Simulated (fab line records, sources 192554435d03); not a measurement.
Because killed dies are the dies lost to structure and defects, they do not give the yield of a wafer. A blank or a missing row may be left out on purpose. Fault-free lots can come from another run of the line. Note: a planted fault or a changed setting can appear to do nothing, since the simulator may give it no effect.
Struck lot and sound lot, side by side -- flow n5Finfet -- 25 steps out of a route of 1938
Sound: the wafers L830.1, L830.5, L830.6. The struck wafers were L838.1, L838.3, L838.6. The cause is given at the end.
Each step with rows lists, per side, the tool, then ch with its chambers, then its first start. Under that, the readings that differ: sound wafers -- struck wafers -- difference of the means -- sigmas: that difference in standard deviations of wafers without a fault.
alike: a reading whose means differ by less than 2 such deviations, as well as words and numbers matching on both sides. not compared: withheld readings; readings where some wafer has no value; bounds like >300 that might hide an equal value; numbers whose values overlap and for which the record gives no deviation.
A row with sigmas, a row that says differs or no value, or rows on one side alone: a step with any of these is where the two part. Numbers that have no deviation but don't overlap get no sigmas and don't part them. Lack of a reading on every wafer of one side parts them only where that side has two or more wafers.

first, 4 steps without rows for these wafers: N5_WELL_APT_EXPOSE_05 (exposes mask NWELL, defocus 0 nm, target cd 200 nm); N5_WELL_APT_PEB_06 (peb time 90 s); N5_WELL_APT_DEVELOP_07 (develop time 45 s); N5_WELL_APT_HARDBAKE_12 (time 120 s).
N5_WELL_APT_CD_MEAS_08: the cd target is 200 nm.
  sound on cdSem-02 ch 0, day 1 13:44; struck on cdSem-02 ch 0, day 3 13:52
  alike: cdNm
N5_WELL_APT_OVL_MEAS_09:
  sound on overlay-01 ch 0, day 1 13:46; struck on overlay-02 ch 0, day 3 13:54
  alike: NWELL_OVL
N5_WELL_APT_INSPECT_10: inspects for defects (macro).
  sound: defectInspect-02 at day 1 13:48; struck: defectInspect-01 at day 3 13:55
  alike: rawDefectCount
N5_WELL_APT_DESCUM_13: chemistry O2, time 7.9 s.
  sound on rieDiel-06 ch 0,1, day 1 14:01; struck on rieDiel-06 ch 1,3, day 3 13:57
  alike: drypumpMotorCurrentA, oesProductAu, rfVppV, showerheadPlenumPTorr, throttleValvePct
  not compared: rfHoursCounterH
then, 4 steps without rows for these wafers: N5_WELL_APT_IMPLANT_14; N5_WELL_APT_IMPLANT_15; N5_WELL_APT_STRIP_16 (strips in SPM, time 900 s); N5_WELL_APT_HMDS_18 (time 60 s).
N5_WELL_APT_COAT_19: resist thk 950 nm.
  sound on lithoTrack-03 ch 0, day 1 14:50; struck on lithoTrack-01 ch 0, day 3 14:43
reading,sound,struck,difference,sigmas
spinSpeedRpm (rpm),1357.2 1357.0 1356.4,1482.6 1482.2 1482.6,+125.6,+99 or more
model.coat_of_WELL_APT_COAT_19.thkNm (nm),951.2 950.9 950.3,905.5 905 908.4,-44.5,
then, 6 steps without rows for these wafers: N5_WELL_APT_EBR_21; N5_WELL_APT_SOFTBAKE_20 (time 60 s); N5_WELL_APT_EXPOSE_22 (exposes mask PWELL, defocus 0 nm, target cd 200 nm); N5_WELL_APT_PEB_23 (peb time 90 s); N5_WELL_APT_DEVELOP_24 (develop time 45 s); N5_WELL_APT_HARDBAKE_29 (time 120 s).
N5_WELL_APT_CD_MEAS_25: the cd target is 200 nm.
  sound on cdSem-02 ch 0, day 1 15:06; struck on cdSem-01 ch 0, day 3 15:07
reading,sound,struck,difference,sigmas
cdNm (nm),199.4 201.5 198.8,203.4 203.2 202.1,+3.0,+2
N5_WELL_APT_OVL_MEAS_26:
  sound on overlay-02 ch 0, day 1 15:08; struck on overlay-02 ch 0, day 3 15:08
  alike: PWELL_OVL
N5_WELL_APT_INSPECT_27: inspects for defects (macro).
  sound: defectInspect-02 at day 1 15:09; struck: defectInspect-02 at day 3 15:10
  alike: rawDefectCount
N5_WELL_APT_DESCUM_30: chemistry O2, time 7.9 s.
  sound on rieDiel-06 ch 2,3, day 1 15:13; struck on rieDiel-03 ch 1,3, day 3 15:12
reading,sound,struck,difference,sigmas
model.coat_of_WELL_APT_COAT_19.thkNm (nm),933.1 932.8 932.2,887.4 886.9 890.3,-44.5,
  alike: drypumpMotorCurrentA, oesProductAu, rfVppV, showerheadPlenumPTorr, throttleValvePct
  not compared: rfHoursCounterH
next, for these wafers, 1 step has no rows: N5_WELL_APT_IMPLANT_31.
-- here the record skips 6 days between the struck wafers' starts before and after, leaving off in module WELL_APT and picking up in module BEOL_M4 (first step shown: number 1111 of the route) --
N5_BEOL_M4_RC_MEAS_101:
  sound on prober-02 ch 0, day 7 23:59; struck on prober-02 ch 0, day 9 20:17
  alike: DIBL_N, DIBL_P, IOFF_N, IOFF_P, ION_N, ION_P, SS_N, SS_P, VT_N, VT_P

## WHERE THEY PART
First at N5_WELL_APT_COAT_19; last, within this record, at N5_WELL_APT_CD_MEAS_25. Later steps at which nothing parts them and some readings are alike: N5_WELL_APT_OVL_MEAS_26, N5_WELL_APT_INSPECT_27, N5_WELL_APT_DESCUM_30, N5_BEOL_M4_RC_MEAS_101.

WHY: what had been put in by the simulator
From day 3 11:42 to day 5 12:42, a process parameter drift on lithoTrack-01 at N5_WELL_APT_COAT_19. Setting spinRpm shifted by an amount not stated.
